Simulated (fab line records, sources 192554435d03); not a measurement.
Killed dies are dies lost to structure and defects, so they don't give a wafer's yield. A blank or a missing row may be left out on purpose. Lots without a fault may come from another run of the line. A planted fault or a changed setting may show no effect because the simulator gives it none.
Chamber matching | flow n5_finfet | N5_GATE_CUT_CMP_43 on cmp-04: 4 sister chambers
The step polishes SiO2. 14 wafers are shown with their chamber, then 7 later ones without.

WAFERS WITH THEIR CHAMBER
wafer  | chamber | motor_current_A (A) | slurry_flow_ml_min
L081.2 | 3       | 11.8                | 150.2
L081.4 | 0       | 9.2                 | 149.6
L081.6 | 2       | 11.1                | 150.3
L086.1 | 2       | 10.5                | 149.2
L086.3 | 3       | 11.5                | 150.3
L086.5 | 1       | 12.8                | 149.8
L088.2 | 0       | 9.1                 | 150.2
L088.5 | 1       | 12.8                | 151.1
L088.6 | 0       | 9.2                 | 150.2
L093.2 | 1       | 14.1                | 150.5
L093.5 | 1       | 13.0                | 150.3
L093.6 | 2       | 10.7                | 150.3
L094.1 | 2       | 10.5                | 150.1
L094.4 | 1       | 13.0                | 150.4

SIGNATURES (means of the wafers above)
reading            | chamber 0 | chamber 1 | chamber 2 | chamber 3 | scatter within a chamber
motor_current_A    | 9.167     | 13.140    | 10.700    | 11.650    | 0.385
slurry_flow_ml_min | 150.000   | 150.420   | 149.975   | 150.250   | 0.441
Rule: a wafer's distance from a chamber is the root of the sum, over the readings, of the square of ((its reading less the chamber's mean) divided by the reading's scatter). The wafer belongs to the nearest chamber; if the next one is less than 2 further off, it can't be placed. The scatter: the root of (the sum of the squares of (reading less its chamber's mean) over the shown wafers, divided by (wafers less chambers)).

WAFERS WITHOUT THEIR CHAMBER
wafer  | motor_current_A (A) | slurry_flow_ml_min
L094.6 | 9.2                 | 149.9
L095.1 | 13.4                | 150.7
L095.3 | 11.0                | 149.3
L095.4 | 10.8                | 150.3
L096.2 | 13.6                | 149.7
L096.4 | 10.5                | 149.5
L096.6 | 9.1                 | 149.4

WHICH CHAMBER EACH WENT THROUGH
wafer  | from the rows above     | in truth
L094.6 | 0                       | 0
L095.1 | 1                       | 1
L095.3 | can't be placed: 2 or 3 | 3
L095.4 | can't be placed: 2 or 3 | 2
L096.2 | 1                       | 1
L096.4 | 2                       | 2
L096.6 | 0                       | 0
Placed correctly: 5 of 7. Can't be placed from these rows: 2 (the true chamber is among the candidates in 2). Placed wrongly: 0.
